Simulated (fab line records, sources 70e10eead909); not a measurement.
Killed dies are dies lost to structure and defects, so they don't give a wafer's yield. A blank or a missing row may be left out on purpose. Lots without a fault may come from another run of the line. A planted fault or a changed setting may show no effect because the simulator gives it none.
fab line records | flow nand_harc
record lots=4 wafers=12 last_day=33
route steps=1302 shown A_ONON_D1@438 A_CHANNEL_HOLE_D1@450 END@1302
lots that met no fault: from a run of the same line without faults
start_h: hours from the record's first day to the start of the lot's first wafer shown | wait_h: hours since the lot's step before | " the same as in the row above | L1.1+2: a row that stands for several wafers | - no value, or no start given | * or withheld: withheld | < > ~ a bound
route shown NAME@n: a module of which the file shows steps, and the number in the route of the first | usual: mean/standard deviation of fault-free wafers | same: alike in all rows | chamber/n: place in a boat | sites: the reading at each site | _std_site: their standard deviation | _edge_site: outer sites' mean less inner sites' | radius_mm: how far each site lies from the wafer's centre | mask NAME#n: copy n | behind: the tool/chamber that last shaped the wafer | hold: why the lot was held/for how many hours/how that ended | device: the transistor (n, p or np) that didn't switch | end of line: the same wafers' tests at the end of the route | a step without rows: its recipe alone | killed: dies lost to structure and defects at the first sort, not the wafer's yield | map: a wafer's dies, x killed, . not, _ none there
set.NAME: the setting as run; set.NAME@STEP: as run at that earlier step | model.NAME: the simulator's own value behind a step, which no gauge read
lots at some steps of the route; a table a step, a row a wafer
services: from which hour (start_h, from the record's first day; less than 0 if before it) a tool's chamber was out of use, for how many hours, and why
## steps
# step NHARC_A_ONON_D1_DEP_19
# recipe target_thk_a=10000 n2_flow_sccm=2750 n2o_flow_sccm=2000 nh3_flow_sccm=500 sih4_flow_sccm=210 temp_c=400
# step NHARC_A_ONON_D1_DEP_22
# recipe target_thk_a=10000 n2_flow_sccm=2750 n2o_flow_sccm=2000 nh3_flow_sccm=500 sih4_flow_sccm=210 temp_c=400
# step NHARC_A_ONON_D1_DEP_25
# recipe target_thk_a=10000 n2_flow_sccm=2750 n2o_flow_sccm=2000 nh3_flow_sccm=500 sih4_flow_sccm=210 temp_c=400
# step NHARC_A_ONON_D1_DEP_28
# recipe target_thk_a=10000 n2_flow_sccm=2750 n2o_flow_sccm=2000 nh3_flow_sccm=500 sih4_flow_sccm=210 temp_c=400
# step NHARC_A_ONON_D1_DEP_33
# recipe target_thk_a=2000 temp_c=400 pressure_torr=6.5 rf_w=900 teos_flow_sccm=161.4 flow_sccm=2650 target_thk_nm=200 gas=O2 material=SiO2
# step NHARC_A_CHANNEL_HOLE_D1_DEP_00
# recipe target_thk_a=31000 temp_c=400 material=aC
# usual throttle_valve_pct=34.999/0.009
# columns lot.wafer tool chamber start_h wait_h throttle_valve_pct
L364.2 acl_dep-03 0 193.54 0.4 35.011
L364.3 " 0 " " 35.007
L364.5 " 0 " " 34.993
L371.3 acl_dep-03 0 265.62 0.7 34.995
L371.4 " 0 " " 34.997
L371.5 " 0 " " 34.999
L372.2 acl_dep-03 0 270.53 0.4 35.002
L372.4 " 0 " " 35.009
L372.5 " 0 " " 34.993
L383.2 acl_dep-02 0 385.45 1.2 35.005
L383.4 " 0 " " 34.995
L383.6 " 0 " " 34.998
# step NHARC_A_CHANNEL_HOLE_D1_DEP_01
# recipe target_thk_a=1400 target_thk_nm=140 temp_c=400 pressure_torr=3.5 flow_sccm=200 rf_w=350 material=SiON
# step NHARC_A_CHANNEL_HOLE_D1_DEHYDRATE_02
# recipe temp_c=150 time_s=120
# step NHARC_A_CHANNEL_HOLE_D1_HMDS_03
# recipe time_s=30
# step NHARC_A_CHANNEL_HOLE_D1_COAT_36
# recipe temp_c=260 time_s=75
# step NHARC_A_CHANNEL_HOLE_D1_COAT_37
# recipe temp_c=225 time_s=65
# step NHARC_A_CHANNEL_HOLE_D1_COAT_04
# recipe spin_rpm=1500 resist_thk_nm=90
# step NHARC_A_CHANNEL_HOLE_D1_SOFTBAKE_05
# recipe temp_c=105 time_s=55
# step NHARC_A_CHANNEL_HOLE_D1_EBR_06
# step NHARC_A_CHANNEL_HOLE_D1_EXPOSE_07
# recipe na=1.35 target_cd_nm=100 sigma_outer=0.3 dose_mj=59.65 mask_id=HOLE_D1
# step NHARC_A_CHANNEL_HOLE_D1_PEB_08
# recipe peb_temp_c=100 peb_time_s=65
# step NHARC_A_CHANNEL_HOLE_D1_DEVELOP_09
# recipe develop_time_s=35 dev_temp_c=23
# step NHARC_A_CHANNEL_HOLE_D1_DESCUM_15
# recipe time_s=3 o2_flow_sccm=200 ar_flow_sccm=0 bias_power_w=0 chemistry=O2
# step NHARC_A_CHANNEL_HOLE_D1_ETCH_38
# recipe target_depth_a=390 over_etch_frac=0.3 time_s=65 ion_energy_ev=80 cf4_flow_sccm=150 ar_flow_sccm=0 rf_w=300 bias_w=100 chemistry=CF4
# step NHARC_A_CHANNEL_HOLE_D1_ETCH_39
# recipe target_depth_a=2600 over_etch_frac=0.3 time_s=325 ion_energy_ev=200 n2_flow_sccm=150 h2_flow_sccm=150 ar_flow_sccm=0 rf_w=400 bias_w=150 chemistry=N2/H2
# step NHARC_A_CHANNEL_HOLE_D1_ETCH_34
# recipe target_depth_a=1540 time_s=77 cf4_flow_sccm=100 chf3_flow_sccm=30 ar_flow_sccm=0 rf_w=500 bias_w=200 chemistry=CF4/CHF3
# step NHARC_A_CHANNEL_HOLE_D1_ETCH_16
# recipe target_depth_a=31000 over_etch_frac=0.3 time_s=806 ion_energy_ev=150 o2_flow_sccm=400 cos_flow_sccm=20 ar_flow_sccm=0 rf_w=500 bias_w=300 chemistry=O2/COS
# step NHARC_A_CHANNEL_HOLE_D1_ETCH_19
# recipe bias_v=1200 source_w=2500 pressure_mtorr=15 time_s=34.5 ar_flow_sccm=375 c4f8_flow_sccm=28.8 o2_flow_sccm=96.2 temp_c=-20 target_depth_a=* chemistry=C4F8/O2/Ar
# step NHARC_A_CHANNEL_HOLE_D1_ETCH_20
# recipe bias_v=3000 source_w=withheld pressure_mtorr=20 time_s=361.9 ar_flow_sccm=375 c4f8_flow_sccm=89.3 o2_flow_sccm=35.7 temp_c=-20 target_depth_a=16000 chemistry=C4F8/O2/Ar
# step NHARC_A_CHANNEL_HOLE_D1_ETCH_21
# recipe bias_v=3000 source_w=withheld pressure_mtorr=20 time_s=514.3 ar_flow_sccm=375 c4f8_flow_sccm=89.3 o2_flow_sccm=35.7 temp_c=-20 target_depth_a=16000 chemistry=C4F8/O2/Ar
# step NHARC_A_CHANNEL_HOLE_D1_ETCH_22
# recipe bias_v=3000 source_w=withheld pressure_mtorr=20 time_s=666.7 ar_flow_sccm=375 c4f8_flow_sccm=89.3 o2_flow_sccm=35.7 temp_c=-20 target_depth_a=16000 chemistry=C4F8/O2/Ar
# step NHARC_A_CHANNEL_HOLE_D1_ETCH_23
# recipe bias_v=5000 source_w=withheld pressure_mtorr=20 time_s=819 ar_flow_sccm=375 c4f8_flow_sccm=89.3 o2_flow_sccm=35.7 temp_c=-20 target_depth_a=16000 chemistry=C4F8/O2/Ar
# step NHARC_A_CHANNEL_HOLE_D1_ETCH_24
# recipe bias_v=5000 source_w=withheld pressure_mtorr=20 time_s=906.2 ar_flow_sccm=375 c4f8_flow_sccm=93.8 o2_flow_sccm=31.2 temp_c=-20 target_depth_a=15000 chemistry=C4F8/O2/Ar
# step NHARC_A_CHANNEL_HOLE_D1_ETCH_25
# recipe bias_v=5000 source_w=withheld pressure_mtorr=20 time_s=1040.2 ar_flow_sccm=375 c4f8_flow_sccm=93.8 o2_flow_sccm=31.2 temp_c=-20 target_depth_a=15000 chemistry=C4F8/O2/Ar
# step NHARC_A_CHANNEL_HOLE_D1_ETCH_26
# recipe bias_v=300 source_w=2000 pressure_mtorr=30 time_s=224.1 ar_flow_sccm=375 c4f8_flow_sccm=11.4 o2_flow_sccm=113.6 temp_c=-20 target_depth_a=3000 chemistry=C4F8/O2/Ar
# step NHARC_A_CHANNEL_HOLE_D1_ETCH_33
# recipe bias_v=400 source_w=2000 pressure_mtorr=25 time_s=90 ar_flow_sccm=375 c4f8_flow_sccm=41.7 o2_flow_sccm=83.3 temp_c=-20 target_depth_a=4000 chemistry=C4F8/O2/Ar
# step NHARC_END_SORT_01
# recipe temp_c=25
# usual killed_at_array=53/21 killed_at_other=1.0/1.3 killed_at_periphery=3.8/2.4 killed_dies=58/21 killed_open=3.4/1.9 killed_short=2.4/1.5
# same gross_dies=677
# columns lot.wafer tool chamber start_h wait_h killed_at_array killed_at_other killed_at_periphery killed_dies killed_open killed_short
L371.3 prober-01 0 673.09 3.1 619 2 3 624 5 2
L371.4 prober-01 0 673.88 3.4 610 1 2 613 4 2
L371.5 prober-01 0 674.67 3.7 614 2 3 619 6 5
L372.2 prober-02 0 677.83 2.8 616 2 3 621 3 0
L372.4 prober-02 0 679.44 3.4 603 0 5 608 1 5
L372.5 prober-02 0 680.24 3.7 613 0 3 616 2 6
# killed by level:class
L371.3 A_CHANNEL_HOLE_D1:area_dep=574 A_SLIT:chamber_film_flake=17 A_CHANNEL_HOLE_D2:chamber_film_flake=10 A_CONTACT:chamber_film_flake=7 A_CHANNEL_HOLE_D1:chamber_film_flake=2 A_M1:chamber_film_flake=2 THIN_TSV:chamber_film_flake=2 P_GATE:geometric_particle:open=1
L371.4 A_CHANNEL_HOLE_D1:area_dep=565 A_SLIT:chamber_film_flake=16 A_CHANNEL_HOLE_D2:chamber_film_flake=11 A_CONTACT:chamber_film_flake=6 A_M1:chamber_film_flake=4 A_STAIRCASE:chamber_film_flake=2 P_GATE:geometric_particle:open=1 A_CHANNEL_HOLE_D2:geometric_particle:short=1
L371.5 A_CHANNEL_HOLE_D1:area_dep=549 A_SLIT:chamber_film_flake=24 A_CHANNEL_HOLE_D2:chamber_film_flake=15 A_CONTACT:chamber_film_flake=8 A_CHANNEL_HOLE_D1:chamber_film_flake=5 A_STAIRCASE:chamber_film_flake=4 A_ONON_D1:geometric_particle:open=2 P_CONTACT:geometric_particle:open=1
L372.2 A_CHANNEL_HOLE_D1:area_dep=550 A_CHANNEL_HOLE_D1:chamber_film_flake=33 A_SLIT:chamber_film_flake=22 P_M2:chamber_film_flake=2 A_STAIRCASE:chamber_film_flake=2 A_WL_FILL:chamber_film_flake=2 A_CONTACT:chamber_film_flake=2 THIN_TSV:chamber_film_flake=2
L372.4 A_CHANNEL_HOLE_D1:area_dep=532 A_CHANNEL_HOLE_D1:chamber_film_flake=34 A_SLIT:chamber_film_flake=19 A_CHANNEL_FILL_D2:chamber_film_flake=5 P_STI:chamber_film_flake=2 A_WL_FILL:chamber_film_flake=2 A_CONTACT:chamber_film_flake=2 P_GATE:geometric_particle:open=1
L372.5 A_CHANNEL_HOLE_D1:area_dep=555 A_SLIT:chamber_film_flake=23 A_CHANNEL_HOLE_D1:chamber_film_flake=13 A_SGD_CUT:chamber_film_flake=3 A_WL_FILL:chamber_film_flake=3 A_CONTACT:chamber_film_flake=3 A_DECK1_JOINT:chamber_film_flake=2 A_CHANNEL_FILL_D2:chamber_film_flake=2
# map L371.3 (x killed, . not)
____________x____________
_________xxxxxxx_________
_______..xxxxxxxx._______
______.xxxxxxxxxxxx______
_____.xx.xxxxxxxxxxx_____
____xxxxxxxxxxxxxxxxx____
____xxxxxxxxxxxxxxxx.____
___xxxxxxxxx.xxxxxx.xx___
___xx.xxxxxxxxxxxxxxxx___
__.xxxxxxxxxxxxxxxxxxx.__
__xxxxxxxxxxxxxxxxxxxx.__
_.xxxxxxxxxxxxxxxxxxx..._
_x.xxxxxxxxxxxxxxxxxxxxx_
_.xxxxxxxxxxxxxxxxxxxxxx_
_.xxxxxxxxxxxxxxxxxxxx.._
_xxxxxxxxxxxxxxxxxxxxxx._
xxxxxxxxxxxxxxxxxxxxxxxxx
x.xxxxxxxxxxxxxxxxxxxxx.x
xxxxxxxxxxxxxxxxxxxxxxxxx
xxxxxxxxxxxxxxxxxxxxxxxxx
.xxxxxxxxxxxxxxxxxxxxxxx.
_.xxxxxxxxxxxxxxxxxxxxxx_
_xxxxxxxxxxxxxxxxxxxx.x._
_.xxxxxxxxxxxxxxxxxxxxxx_
_x.xxxxxxxxxxxxxxxxxxxxx_
_xxxxxxxxxxxxxxxxxx.xxx._
__x.xxxxxxxxxxxxxxxxxxx__
__..xx.xxxxxxxxxxxxxxxx__
___.xxxxxxxxxxxxxxxxxx___
___xxxxxxxxxxxxx.xx..x___
____xxxxxxxxxxxxxxxxx____
____xxxxxxxxxxxxxxxx.____
_____xxxxxxxxxxx.xxx_____
______xxxxxxx.xxxxx______
_______..x.x.xxxxx_______
_________.xx..x._________
____________x____________
# map L372.2 (x killed, . not)
____________x____________
_________xxxx.xx_________
_______.x.xxxxxxxx_______
______xxxxxxxxxxxxx______
_____xx.xxxxxxxxxxxx_____
____xxxxxxxxxx.xxxxxx____
____xxxxxxxxxxxxxxxxx____
___xxxxxxxxxxxxxxxxxxx___
___xxxxxxxxxxxxxxxxxxx___
__..xxxxxxxxxxxxxxxxxxx__
__xx..xxxxxxxxxxxxxxxx.__
_.xxxxxxxxxxxxxxxxxxxxxx_
_xxxxxxxxxxxxxxxxxxxxxx._
_xxxxxxxxxxxxxxxxxxxxxxx_
_xxxxxxxxxxxxxxxxxxxxxxx_
_.xxxxxxxxxxxxxxxxxxxxxx_
..xxxxxxxxxxxxxxxxxxxxxxx
.xxxxxxxxxxxxxxxxxxxxxxxx
xxxxxxxxxxxxxxxxxxxxxxxxx
xxxxxxxxxxxxxxxxxxxxxxxxx
.xxxxxxxxxxxxxxxxxxxxxxxx
_.xxxxxxxxxxxxxxxxxxxxxx_
_.xxxxxxxxxxxxxxxxxxxxxx_
_.xxxxxxxxxxxxxxxxxxxxx._
_.xxxxxxxxxxxxxxxxxxxxx._
_x..xxxxxxxxxxxxxxxxxxx._
__.xxxxxxxxxxxxxxxxxxxx__
__xxx.x.xxxxxxxxxxxxx..__
___.xxxxx.xxxxxxx.xxxx___
___.x.xxxxxxxxx.xxxx.x___
____xxxxxxxxxx.xxxxxx____
____xxxxxxxxxxxxxxx..____
_____xxxxxxxxxxxx..._____
______xxxx..xxxx...______
_______xxxxxx.xxxx_______
_________x..x..._________
____________.____________
## services
# columns tool chamber start_h hours kind
acl_dep-02 - 244.34 13.0 pm
acl_dep-03 - 307.61 13.0 pm
## key
first_sign step=NHARC_END_SORT_01 reading=killed_dies direction=up sigmas=27 usual=58 struck=617
effect step=NHARC_END_SORT_01 reading=killed_at_array direction=up sigmas=27 usual=53 struck=612
more_kills_born_at NHARC_A_CHANNEL_HOLE_D1_DEP_00@acl_dep-03=3325
met_at NHARC_A_CHANNEL_HOLE_D1_DEP_00
struck_wafers L371.3,L371.4,L371.5,L372.2,L372.4,L372.5
later_rows_left_out L371.3,L371.4,L371.5,L372.2,L372.4,L372.5
tester_left_out L371,L372
onset_between 193.54 265.62
fault kind=process_parameter_drift tool=acl_dep-03 chamber=- onset_h=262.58 steps=NHARC_A_CHANNEL_HOLE_D1_DEP_00 channel=target_thk_a offset=* shape=step end_h=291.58 acts_in=* stated=*
# tester_left_out: of these lots the tester's yield and bins aren't shown, on N5 and GAA mostly nor the transistor test; their killed dies are dies lost to structure and defects alone, not to doping, threshold or leakage, so they don't give the yield
# later_rows_left_out: the simulator's readings of these wafers behind a module that went badly wrong aren't trusted and aren't shown, but for the sort
